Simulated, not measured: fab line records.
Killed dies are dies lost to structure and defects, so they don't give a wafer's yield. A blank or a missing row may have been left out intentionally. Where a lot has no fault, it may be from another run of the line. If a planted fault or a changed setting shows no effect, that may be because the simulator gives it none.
Chamber matching | flow nand_harc | NHARC_A_STAIRCASE_DEP_280 on pecvd-02 has 3 sister chambers
The step deposits SiON, target thk 30 nm. 18 wafers are shown with their chamber, then 9 later ones without.

## WAFERS WITH THEIR CHAMBER
wafer  | chamber | heater_power_w (W)
L074.1 | 2       | 885
L074.5 | 1       | 802
L074.6 | 0       | 897
L077.3 | 2       | 925
L077.4 | 0       | 884
L077.5 | 2       | 896
L081.3 | 0       | 826
L081.5 | 2       | 823
L081.6 | 1       | 788
L086.2 | 1       | 719
L086.5 | 1       | 719
L086.6 | 0       | 732
L085.3 | 0       | 848
L085.4 | 1       | 686
L085.5 | 1       | 721
L088.1 | 0       | 863
L088.3 | 1       | 740
L088.6 | 0       | 830

SIGNATURES (averages over the wafers above)
reading        | chamber 0 | chamber 1 | chamber 2 | scatter within a chamber
heater_power_w | 840.00    | 739.29    | 882.25    | 47.3
Rule: distance of a wafer from a chamber = root of the sum over the readings of ((wafer's reading minus chamber's mean) / reading's scatter) squared. The wafer belongs to the nearest chamber; if the next one is less than 2 further off, it can't be placed. The scatter: the root of (the sum of the squares of (reading less its chamber's mean) over the shown wafers, divided by (wafers less chambers)).

## WAFERS WITH NO CHAMBER GIVEN
wafer  | heater_power_w (W)
L093.1 | 900
L093.5 | 708
L093.6 | 805
L092.1 | 737
L092.2 | 928
L092.5 | 699
L094.1 | 804
L094.2 | 898
L094.5 | 791

## EACH ONE'S CHAMBER
wafer  | from the rows above          | in truth
L093.1 | can't be placed: 2 or 0      | 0
L093.5 | 1                            | 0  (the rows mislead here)
L093.6 | can't be placed: 0 or 1 or 2 | 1
L092.1 | 1                            | 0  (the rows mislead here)
L092.2 | can't be placed: 2 or 0      | 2
L092.5 | 1                            | 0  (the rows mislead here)
L094.1 | can't be placed: 0 or 1 or 2 | 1
L094.2 | can't be placed: 2 or 0      | 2
L094.5 | can't be placed: 0 or 1 or 2 | 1
Correctly placed: 0 of 9. These rows do not allow placing 6 (true chamber among the candidates in 6). Wrongly placed: 3.
